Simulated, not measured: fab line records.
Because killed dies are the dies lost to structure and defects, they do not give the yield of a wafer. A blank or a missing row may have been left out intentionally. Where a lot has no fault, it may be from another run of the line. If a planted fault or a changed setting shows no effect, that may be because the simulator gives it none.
Which tool did it? | flow n5Finfet | 24 lots, 72 wafers sampled, at 6 steps of a route of 1938

## WHAT THE GAUGES READ, wafer by wafer
The record holds no reading of a measuring or inspecting step that can be judged against a usual standard deviation.

## WHAT TOOL EACH LOT RAN ON (gives the tool, then ch and the chambers of the sampled wafers, and finally the start)
lot  | N5_BEOL_M1_ETCH_70                | N5_BEOL_M1_ETCH_41                           | N5_BEOL_M1_ANNEAL_49        | N5_BEOL_M1_ANNEAL_82        | N5_BEOL_M1_ANNEAL_87        | N5_BEOL_M1_SPUTTER_92
L074 | rieDiel-01 ch 1,2, day 6 02:49    | rieDiel-01 ch 1,2, day 6 05:38 or earlier    | pvdSputter-03, day 6 05:38  | pvdSputter-03, day 6 06:04  | pvdSputter-03, day 6 06:17  | pvdSputter-03, day 6 06:52
L075 | rieDiel-01 ch 1,2,3, day 6 13:25  | rieDiel-01 ch 1,2,3, day 6 15:11 or earlier  | pvdSputter-01, day 6 15:11  | pvdSputter-01, day 6 15:37  | pvdSputter-01, day 6 15:50  | pvdSputter-01, day 6 16:25
L076 | rieDiel-03 ch 0,2,3, day 6 16:22  | rieDiel-03 ch 0,2,3, day 6 17:46 or earlier  | pvdSputter-01, day 6 17:46  | pvdSputter-01, day 6 18:12  | pvdSputter-01, day 6 18:25  | pvdSputter-01, day 6 19:00
L078 | rieDiel-01 ch 0,1,3, day 6 22:19  | rieDiel-01 ch 0,1,3, day 7 00:17 or earlier  | pvdSputter-02, day 7 00:17  | pvdSputter-02, day 7 00:44  | pvdSputter-02, day 7 00:57  | pvdSputter-02, day 7 01:32
L077 | rieDiel-03 ch 0,1,2, day 7 02:05  | rieDiel-03 ch 0,1,2, day 7 05:35 or earlier  | pvdSputter-02, day 7 05:35  | pvdSputter-02, day 7 06:01  | pvdSputter-02, day 7 06:14  | pvdSputter-02, day 7 06:49
L079 | rieDiel-04 ch 0,2, day 7 09:52    | rieDiel-04 ch 0,2, day 7 11:10 or earlier    | pvdSputter-01, day 7 11:10  | pvdSputter-01, day 7 11:36  | pvdSputter-01, day 7 11:49  | pvdSputter-01, day 7 12:24
L080 | rieDiel-01 ch 0,1, day 8 02:54    | rieDiel-01 ch 0,1, day 8 04:25 or earlier    | pvdSputter-02, day 8 04:25  | pvdSputter-02, day 8 04:51  | pvdSputter-02, day 8 05:04  | pvdSputter-02, day 8 05:39
L081 | rieDiel-01 ch 1,2, day 8 05:46    | rieDiel-01 ch 1,2, day 8 07:20 or earlier    | pvdSputter-01, day 8 07:20  | pvdSputter-01, day 8 07:47  | pvdSputter-01, day 8 08:00  | pvdSputter-01, day 8 08:35
L082 | rieDiel-03 ch 0,1, day 8 06:15    | rieDiel-03 ch 0,1, day 8 09:14 or earlier    | pvdSputter-02, day 8 09:14  | pvdSputter-02, day 8 09:41  | pvdSputter-02, day 8 09:54  | pvdSputter-02, day 8 10:29
L084 | rieDiel-01 ch 0,2, day 8 13:05    | rieDiel-01 ch 0,2, day 8 14:55 or earlier    | pvdSputter-03, day 8 14:55  | pvdSputter-03, day 8 15:22  | pvdSputter-03, day 8 15:35  | pvdSputter-03, day 8 16:10
L083 | rieDiel-03 ch 0,1,3, day 8 16:40  | rieDiel-03 ch 0,1,3, day 8 18:28 or earlier  | pvdSputter-03, day 8 18:28  | pvdSputter-03, day 8 18:54  | pvdSputter-03, day 8 19:07  | pvdSputter-03, day 8 19:42
L085 | rieDiel-04 ch 0,2, day 8 22:08    | rieDiel-04 ch 0,2, day 9 00:17 or earlier    | pvdSputter-02, day 9 00:17  | pvdSputter-02, day 9 00:44  | pvdSputter-02, day 9 00:57  | pvdSputter-02, day 9 01:32
L086 | rieDiel-04 ch 0,1,2, day 9 01:58  | rieDiel-04 ch 0,1,2, day 9 03:37 or earlier  | pvdSputter-01, day 9 03:37  | pvdSputter-01, day 9 04:04  | pvdSputter-01, day 9 04:17  | pvdSputter-01, day 9 04:52
L087 | rieDiel-04 ch 0,1,2, day 9 08:17  | rieDiel-04 ch 0,1,2, day 9 09:34 or earlier  | pvdSputter-03, day 9 09:34  | pvdSputter-03, day 9 10:00  | pvdSputter-03, day 9 10:13  | pvdSputter-03, day 9 10:48
L088 | rieDiel-01 ch 0,1,3, day 10 01:31 | rieDiel-01 ch 0,1,3, day 10 03:35 or earlier | pvdSputter-03, day 10 03:35 | pvdSputter-03, day 10 04:01 | pvdSputter-03, day 10 04:14 | pvdSputter-03, day 10 04:49
L089 | rieDiel-01 ch 0,1,3, day 10 03:00 | rieDiel-01 ch 0,1,3, day 10 04:50 or earlier | pvdSputter-01, day 10 04:50 | pvdSputter-01, day 10 05:17 | pvdSputter-01, day 10 05:30 | pvdSputter-01, day 10 06:05
L090 | rieDiel-01 ch 0,1,2, day 10 07:30 | rieDiel-01 ch 0,1,2, day 10 08:59 or earlier | pvdSputter-01, day 10 08:59 | pvdSputter-01, day 10 09:25 | pvdSputter-01, day 10 09:38 | pvdSputter-01, day 10 10:13
L091 | rieDiel-01 ch 1,2,3, day 10 07:55 | rieDiel-01 ch 1,2,3, day 10 09:35 or earlier | pvdSputter-02, day 10 09:35 | pvdSputter-02, day 10 10:01 | pvdSputter-02, day 10 10:14 | pvdSputter-02, day 10 10:49
L092 | rieDiel-01 ch 0,2, day 11 01:55   | rieDiel-01 ch 0,2, day 11 03:41 or earlier   | pvdSputter-01, day 11 03:41 | pvdSputter-01, day 11 04:07 | pvdSputter-01, day 11 04:20 | pvdSputter-01, day 11 04:55
L093 | rieDiel-01 ch 0,3, day 11 05:50   | rieDiel-01 ch 0,3, day 11 07:29 or earlier   | pvdSputter-02, day 11 07:29 | pvdSputter-02, day 11 07:55 | pvdSputter-02, day 11 08:08 | pvdSputter-02, day 11 08:43
L095 | rieDiel-04 ch 2,3, day 11 14:22   | rieDiel-04 ch 2,3, day 11 15:34 or earlier   | pvdSputter-02, day 11 15:34 | pvdSputter-02, day 11 16:00 | pvdSputter-02, day 11 16:13 | pvdSputter-02, day 11 16:48
L094 | rieDiel-01 ch 0,2, day 11 14:28   | rieDiel-01 ch 0,2, day 11 15:46 or earlier   | pvdSputter-01, day 11 15:46 | pvdSputter-01, day 11 16:13 | pvdSputter-01, day 11 16:26 | pvdSputter-01, day 11 17:01
L097 | rieDiel-01 ch 1,2,3, day 12 07:37 | rieDiel-01 ch 1,2,3, day 12 09:10 or earlier | pvdSputter-02, day 12 09:10 | pvdSputter-02, day 12 09:36 | pvdSputter-02, day 12 09:49 | pvdSputter-02, day 12 10:24
L096 | rieDiel-01 ch 0,1,2, day 12 11:22 | rieDiel-01 ch 0,1,2, day 12 13:18 or earlier | pvdSputter-01, day 12 13:18 | pvdSputter-01, day 12 13:44 | pvdSputter-01, day 12 13:58 | pvdSputter-01, day 12 14:32
- N5_BEOL_M1_ETCH_70: etches SOC in N2/H2, target depth 80 nm, overetch 16 nm, time 120 s.
- N5_BEOL_M1_ETCH_41: etches SiCN in CH3F/O2, target depth 31.9 nm, time 57.8 s.
- N5_BEOL_M1_ANNEAL_49: time 240 s.
- N5_BEOL_M1_ANNEAL_82: time 240 s.
- N5_BEOL_M1_ANNEAL_87: time 240 s.
- N5_BEOL_M1_SPUTTER_92: material Cu, target thk 4.5 nm, time 8.29 s.

## WHAT THE TOOLS THEMSELVES READ (means of the sampled wafers that have a number; where no wafer has one, the mark that the record gives instead)
N5_BEOL_M1_ETCH_70. Usual: drypumpMotorCurrentA 5.6 A, standard deviation 0.37; oesProductAu 0.63 a.u., standard deviation 0.06; rfVppV 525.4 V, standard deviation 2.8; showerheadPlenumPTorr 2.60 Torr, standard deviation 0.092; tempC 39.99 C, standard deviation 0.11; throttleValvePct 17.75 %, standard deviation 0.25.
lot  | tool       | drypumpMotorCurrentA (A) | oesProductAu (a.u.) | rfVppV (V) | showerheadPlenumPTorr (Torr) | tempC (C) | throttleValvePct (%) | flag
L074 | rieDiel-01 | 5.7                      | 0.59                | 524.2      | 2.58                         | 39.97     | 17.77                | 
L075 | rieDiel-01 | 5.7                      | 0.63                | 525.1      | 2.60                         | 40.03     | 17.66                | 
L076 | rieDiel-03 | 5.2                      | 0.62                | 522.5      | 2.53                         | 39.95     | 17.99                | 
L078 | rieDiel-01 | 5.5                      | 0.67                | 527.4      | 2.66                         | 39.84     | 17.60                | 
L077 | rieDiel-03 | 5.5                      | 0.62                | 524.2      | 2.56                         | 39.94     | 17.89                | 
L079 | rieDiel-04 | 5.8                      | 0.53                | 525.9      | 2.61                         | 40.02     | 17.97                | 
L080 | rieDiel-01 | 5.4                      | 0.67                | 528.4      | 2.70                         | 40.01     | 17.67                | 
L081 | rieDiel-01 | 5.8                      | 0.62                | 526.4      | 2.64                         | 39.98     | 17.54                | 
L082 | rieDiel-03 | 5.7                      | 0.63                | 523.4      | 2.52                         | 40.02     | 17.79                | 
L084 | rieDiel-01 | 5.4                      | 0.57                | 524.7      | 2.57                         | 39.98     | 17.99                | 
L083 | rieDiel-03 | 5.3                      | 0.62                | 522.9      | 2.49                         | 39.85     | 17.89                | 
L085 | rieDiel-04 | 5.8                      | 0.53                | 525.7      | 2.61                         | 39.85     | 17.99                | 
L086 | rieDiel-04 | 5.7                      | 0.56                | 525.1      | 2.56                         | 40.01     | 17.86                | 
L087 | rieDiel-04 | 5.8                      | 0.55                | 524.5      | 2.56                         | 40.02     | 17.85                | 
L088 | rieDiel-01 | 5.5                      | 0.65                | 527.8      | 2.65                         | 40.04     | 17.64                | 
L089 | rieDiel-01 | 5.5                      | 0.65                | 527.5      | 2.65                         | 39.99     | 17.65                | 
L090 | rieDiel-01 | 5.5                      | 0.68                | 526.0      | 2.63                         | 39.94     | 17.62                | 
L091 | rieDiel-01 | 5.7                      | 0.68                | 526.3      | 2.59                         | 40.08     | 17.56                | 
L092 | rieDiel-01 | 5.2                      | 0.67                | 526.8      | 2.63                         | 39.99     | 17.81                | 
L093 | rieDiel-01 | 5.3                      | 0.64                | 526.7      | 2.62                         | 39.97     | 17.80                | 
L095 | rieDiel-04 | 6.3                      | 0.54                | 522.4      | 2.47                         | 40.07     | 17.94                | 
L094 | rieDiel-01 | 5.2                      | 0.66                | 526.3      | 2.63                         | 40.04     | 17.81                | 
L097 | rieDiel-01 | 5.6                      | 0.65                | 525.5      | 2.58                         | 40.06     | 17.59                | 
L096 | rieDiel-01 | 5.5                      | 0.65                | 525.7      | 2.62                         | 40.01     | 17.64                | 

N5_BEOL_M1_ETCH_41. Usual: CH3F_flow_sccm 29.99 sccm, standard deviation 0.084; drypumpMotorCurrentA 5.6 A, standard deviation 0.37; oesProductAu 0.82 a.u., standard deviation 0.081; rfVppV 298.3 V, standard deviation 1.7; showerheadPlenumPTorr 2.04 Torr, standard deviation 0.071; throttleValvePct 16.25 %, standard deviation 0.26.
lot  | tool       | CH3F_flow_sccm (sccm) | drypumpMotorCurrentA (A) | oesProductAu (a.u.) | rfVppV (V) | showerheadPlenumPTorr (Torr) | throttleValvePct (%) | flag
L074 | rieDiel-01 | 29.94                 | 5.7                      | 0.76                | 297.5      | 2.03                         | 16.28                | 
L075 | rieDiel-01 | 30.04                 | 5.6                      | 0.83                | 297.8      | 2.05                         | 16.17                | 
L076 | rieDiel-03 | 30.08                 | 5.1                      | 0.82                | 296.9      | 1.99                         | 16.51                | 
L078 | rieDiel-01 | 30.04                 | 5.5                      | 0.89                | 299.0      | 2.10                         | 16.07                | 
L077 | rieDiel-03 | 29.96                 | 5.5                      | 0.81                | 297.5      | 2.02                         | 16.43                | 
L079 | rieDiel-04 | 30.04                 | 5.8                      | 0.68                | 298.4      | 2.06                         | 16.57                | 
L080 | rieDiel-01 | 29.98                 | 5.4                      | 0.87                | 300.0      | 2.12                         | 16.08                | 
L081 | rieDiel-01 | 29.92                 | 5.9                      | 0.81                | 298.8      | 2.07                         | 16.06                | 
L082 | rieDiel-03 | 29.89                 | 5.7                      | 0.82                | 296.7      | 1.99                         | 16.34                | 
L084 | rieDiel-01 | 29.94                 | 5.4                      | 0.75                | 298.1      | 2.03                         | 16.44                | 
L083 | rieDiel-03 | 29.98                 | 5.3                      | 0.82                | 296.7      | 1.96                         | 16.42                | 
L085 | rieDiel-04 | 29.94                 | 5.8                      | 0.68                | 298.6      | 2.06                         | 16.60                | 
L086 | rieDiel-04 | 30.08                 | 5.8                      | 0.73                | 297.8      | 2.02                         | 16.38                | 
L087 | rieDiel-04 | 30.02                 | 5.7                      | 0.72                | 297.2      | 2.02                         | 16.38                | 
L088 | rieDiel-01 | 29.96                 | 5.4                      | 0.86                | 299.3      | 2.09                         | 16.12                | 
L089 | rieDiel-01 | 29.98                 | 5.5                      | 0.85                | 299.5      | 2.09                         | 16.12                | 
L090 | rieDiel-01 | 29.95                 | 5.5                      | 0.89                | 299.3      | 2.07                         | 16.08                | 
L091 | rieDiel-01 | 29.97                 | 5.6                      | 0.91                | 298.6      | 2.04                         | 16.07                | 
L092 | rieDiel-01 | 30.09                 | 5.2                      | 0.88                | 299.2      | 2.06                         | 16.21                | 
L093 | rieDiel-01 | 29.96                 | 5.3                      | 0.84                | 299.3      | 2.06                         | 16.28                | 
L095 | rieDiel-04 | 30.00                 | 6.3                      | 0.69                | 295.7      | 1.95                         | 16.53                | 
L094 | rieDiel-01 | 29.91                 | 5.3                      | 0.87                | 298.6      | 2.06                         | 16.23                | 
L097 | rieDiel-01 | 30.00                 | 5.7                      | 0.86                | 298.2      | 2.03                         | 16.10                | 
L096 | rieDiel-01 | 30.00                 | 5.6                      | 0.85                | 299.8      | 2.06                         | 16.10                | 

N5_BEOL_M1_ANNEAL_49. Usual: heaterPowerW at 830 W, with a standard deviation of 84.
lot  | tool          | heaterPowerW (W) | flag
L074 | pvdSputter-03 | 803              | 
L075 | pvdSputter-01 | 834              | 
L076 | pvdSputter-01 | 895              | 
L078 | pvdSputter-02 | 768              | 
L077 | pvdSputter-02 | 803              | 
L079 | pvdSputter-01 | 836              | 
L080 | pvdSputter-02 | 733              | 
L081 | pvdSputter-01 | 835              | 
L082 | pvdSputter-02 | 808              | 
L084 | pvdSputter-03 | 861              | 
L083 | pvdSputter-03 | 803              | 
L085 | pvdSputter-02 | 796              | 
L086 | pvdSputter-01 | 888              | 
L087 | pvdSputter-03 | 788              | 
L088 | pvdSputter-03 | 850              | 
L089 | pvdSputter-01 | 876              | 
L090 | pvdSputter-01 | 902              | 
L091 | pvdSputter-02 | 750              | 
L092 | pvdSputter-01 | 905              | 
L093 | pvdSputter-02 | 766              | 
L095 | pvdSputter-02 | 826              | 
L094 | pvdSputter-01 | 820              | 
L097 | pvdSputter-02 | 785              | 
L096 | pvdSputter-01 | 913              | 

N5_BEOL_M1_ANNEAL_82. Usual: heaterPowerW at 830 W, with a standard deviation of 83.
lot  | tool          | heaterPowerW (W) | flag
L074 | pvdSputter-03 | 803              | 
L075 | pvdSputter-01 | 829              | 
L076 | pvdSputter-01 | 898              | 
L078 | pvdSputter-02 | 765              | 
L077 | pvdSputter-02 | 809              | 
L079 | pvdSputter-01 | 834              | 
L080 | pvdSputter-02 | 738              | 
L081 | pvdSputter-01 | 859              | 
L082 | pvdSputter-02 | 808              | 
L084 | pvdSputter-03 | 854              | 
L083 | pvdSputter-03 | 807              | 
L085 | pvdSputter-02 | 796              | 
L086 | pvdSputter-01 | 868              | 
L087 | pvdSputter-03 | 791              | 
L088 | pvdSputter-03 | 856              | 
L089 | pvdSputter-01 | 878              | 
L090 | pvdSputter-01 | 887              | 
L091 | pvdSputter-02 | 739              | 
L092 | pvdSputter-01 | 895              | 
L093 | pvdSputter-02 | 757              | 
L095 | pvdSputter-02 | 826              | 
L094 | pvdSputter-01 | 833              | 
L097 | pvdSputter-02 | 807              | 
L096 | pvdSputter-01 | 933              | 

N5_BEOL_M1_ANNEAL_87. Usual: heaterPowerW at 832 W, with a standard deviation of 86.
lot  | tool          | heaterPowerW (W) | flag
L074 | pvdSputter-03 | 807              | 
L075 | pvdSputter-01 | 830              | 
L076 | pvdSputter-01 | 901              | 
L078 | pvdSputter-02 | 760              | 
L077 | pvdSputter-02 | 815              | 
L079 | pvdSputter-01 | 851              | 
L080 | pvdSputter-02 | 731              | 
L081 | pvdSputter-01 | 854              | 
L082 | pvdSputter-02 | 810              | 
L084 | pvdSputter-03 | 856              | 
L083 | pvdSputter-03 | 806              | 
L085 | pvdSputter-02 | 798              | 
L086 | pvdSputter-01 | 880              | 
L087 | pvdSputter-03 | 792              | 
L088 | pvdSputter-03 | 844              | 
L089 | pvdSputter-01 | 895              | 
L090 | pvdSputter-01 | 898              | 
L091 | pvdSputter-02 | 746              | 
L092 | pvdSputter-01 | 900              | 
L093 | pvdSputter-02 | 759              | 
L095 | pvdSputter-02 | 837              | 
L094 | pvdSputter-01 | 834              | 
L097 | pvdSputter-02 | 811              | 
L096 | pvdSputter-01 | 929              | 

N5_BEOL_M1_SPUTTER_92. Usual: throttleValvePct at 29.6 %, with a standard deviation of 0.93.
lot  | tool          | throttleValvePct (%) | flag
L074 | pvdSputter-03 | 30.6                 | 
L075 | pvdSputter-01 | 29.6                 | 
L076 | pvdSputter-01 | 29.8                 | 
L078 | pvdSputter-02 | 28.6                 | 
L077 | pvdSputter-02 | 29.2                 | 
L079 | pvdSputter-01 | 29.0                 | 
L080 | pvdSputter-02 | 30.3                 | 
L081 | pvdSputter-01 | 29.3                 | 
L082 | pvdSputter-02 | 29.2                 | 
L084 | pvdSputter-03 | 29.5                 | 
L083 | pvdSputter-03 | 30.6                 | 
L085 | pvdSputter-02 | 29.9                 | 
L086 | pvdSputter-01 | 29.5                 | 
L087 | pvdSputter-03 | 29.8                 | 
L088 | pvdSputter-03 | 29.4                 | 
L089 | pvdSputter-01 | 29.4                 | 
L090 | pvdSputter-01 | 29.7                 | 
L091 | pvdSputter-02 | 29.3                 | 
L092 | pvdSputter-01 | 30.1                 | 
L093 | pvdSputter-02 | 28.4                 | 
L095 | pvdSputter-02 | 28.5                 | 
L094 | pvdSputter-01 | 29.3                 | 
L097 | pvdSputter-02 | 29.1                 | 
L096 | pvdSputter-01 | 29.6                 | 

## THE ANSWER, worked out from the rows above alone
Rule: a lot counts as off when the mean over its wafers that have a number is more than 3 standard deviations away from the usual mean. A lot without any number at a reading at which 4 lots or more have one is off too. Where the step has rows for the other lots, those lots are counted as sound. The gauges are gone through in route order, then the tools' own readings, and for those a lot's mean is taken as printed above. The first step at which some lot is off is used, and at that step the reading that is off furthest; a lot without a number counts as furthest.
No lot is off on any of the readings shown, so nothing can be concluded from this.

## WHAT HAD BEEN PUT IN BY THE SIMULATOR
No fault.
